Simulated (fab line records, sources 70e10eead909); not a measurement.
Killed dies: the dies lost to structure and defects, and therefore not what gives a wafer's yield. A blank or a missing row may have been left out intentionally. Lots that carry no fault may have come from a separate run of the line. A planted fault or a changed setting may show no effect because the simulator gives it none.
A struck lot beside a sound one :: flow nand-harc :: 17 out of 1159 route steps
Sound: wafers L494.1, L494.2, L494.5. Struck: wafer L500.2 (L500.1, L500.4, from the same lot, were not struck and are left out); the cause is given at the end.
Order at every step that has rows: each side's tool, ch and its chambers, its first start. Under that, the readings that differ: sound wafers :: struck wafers :: difference of the means :: sigmas: that difference in standard deviations of wafers without a fault.
alike: same words and numbers on both sides, and readings whose means sit less than 2 such deviations apart. not compared: any withheld reading, any reading some wafer has no value for, any bound like >300 that may hide the same value, and any number with overlapping values for which the record gives no deviation.
Wherever a step has rows on one side only, a row that says differs or no value, or a row with sigmas, the two part there. Numbers that have no deviation but don't overlap get no sigmas and don't part them. Lack of a reading on every wafer of one side parts them only where that side has two or more wafers.

NHARC_P_M2_INSPECT_11:
  sound on defect-inspect-01, day 8 09:56; struck on defect-inspect-02, day 10 11:13
  alike: raw-defect-count
NHARC_P_M2_DESCUM_14: chemistry O2, time 3 s.
  sound on rie-diel-03 ch 1,2, day 8 09:59; struck on rie-diel-03 ch 3, day 10 11:17
  alike: drypump-motor-current-A, oes-product-au, rf-vpp-V, showerhead-plenum-p-Torr, throttle-valve-pct
  not compared: rf-hours-counter-h
then, 2 steps without rows for these wafers: NHARC_P_M2_ETCH_35 (etches the open film in N2/H2, target depth 40 nm, overetch 12 nm, time 43.94 s); NHARC_P_M2_ETCH_15 (etches the open film in C4F8/Ar, target depth 182.5 nm, time 91.2 s).
NHARC_P_M2_CD_MEAS_16:
  sound on cd-sem-01, day 8 10:17; struck on cd-sem-01, day 10 11:35
  alike: cd-nm
then, 1 step without rows for these wafers: NHARC_P_M2_STRIP_18 (strips in N2/H2).
NHARC_P_M2_ETCH_28: etches the open film in CF4/N2, target depth 30 nm, time 72.99 s.
  sound: rie-diel-03 ch 0,3; struck: rie-diel-11 ch 3
  alike: bias-w, drypump-motor-current-A, oes-product-au, rf-vpp-V, showerhead-plenum-p-Torr, throttle-valve-pct
  not compared: rf-hours-counter-h
then, 2 steps without rows for these wafers: NHARC_P_M2_STRIP_19 (strips in post etch residue remover, time 600 s); NHARC_P_M2_DEGAS_29 (time 60 s).
NHARC_P_M2_PRE_CLEAN_30: time 30 s.
  sound on pvd-sputter-01; struck on pvd-sputter-03
  alike: heater-power-w
NHARC_P_M2_PVD_20: deposits TaN, target thk 5 nm, time 8.06 s.
  sound on pvd-sputter-01; struck on pvd-sputter-03
  alike: throttle-valve-pct
then, 1 step without rows for these wafers: NHARC_P_M2_PVD_21 (deposits Cu, target thk 30 nm, time 20.49 s).
NHARC_P_M2_ECD_22: material Cu, target thk 400 nm.
  sound on ecd-cu-01 ch 0,1, day 8 11:22; struck on ecd-cu-02 ch 0, day 10 12:40
  alike: bath-temp-c
NHARC_P_M2_ANNEAL_31: time 90 s.
  sound on rtp-anneal-01 ch 0, day 8 11:44; struck on rtp-anneal-02 ch 0, day 10 13:03
  alike: anneal-temp-c-max, wafer_temp_C_max
NHARC_P_M2_CMP_23: polishes, t overpolish 20 s, target thk 144.3 nm.
  sound on cmp-04 ch 1,3, day 8 12:07; struck on cmp-03 ch 3, day 10 13:23
reading: time-to-endpoint-s (s)
sound: 31.6 22.0 27.5
struck: 13.2
difference: -13.8
sigmas: -5
  alike: edge-zone-pressure-frac, motor-current-A, slurry-filter-dp-kPa
NHARC_P_M2_THK_MEAS_24: measures by xrf.
  sound on film-metro-02, day 8 12:24; struck on film-metro-01, day 10 13:43
  alike: thk-nm
-- record jumps: 13 days between struck wafers' starts before vs after; left off in module P_M2, resumes in module END, first step shown is number 1159 of the route --
NHARC_END_SORT_01:
  sound on prober-02 ch 0, day 21 04:17; struck on prober-01 ch 0, day 23 14:58
reading: defect-limited-yield (%)
sound: 94.2 95.9 96.6
struck: 92.6
difference: -3.0
sigmas: -2

reading: killed-dies
sound: 39 28 23
struck: 50
difference: +20
sigmas: +2

reading: sort_bin_2_pct (%)
sound: 1.8 0.6 1.6
struck: 3.0
difference: +1.7
sigmas: +3

reading: sort-n-pass
sound: 638 649 654
struck: 627
difference: -20
sigmas: -2

reading: sort-yield-pct (%)
sound: 94.2 95.9 96.6
struck: 92.6
difference: -3.0
sigmas: -2
  alike: killed-at-array, killed-at-other, killed-at-periphery, killed-open, killed-short, sort_bin_3_pct, sort_bin_4_pct, sort-rim-yield-pct

## WHERE THEY PART
Last at NHARC_END_SORT_01 as far as this record goes, first at NHARC_P_M2_CMP_23.

WHY: the cause the simulator had injected
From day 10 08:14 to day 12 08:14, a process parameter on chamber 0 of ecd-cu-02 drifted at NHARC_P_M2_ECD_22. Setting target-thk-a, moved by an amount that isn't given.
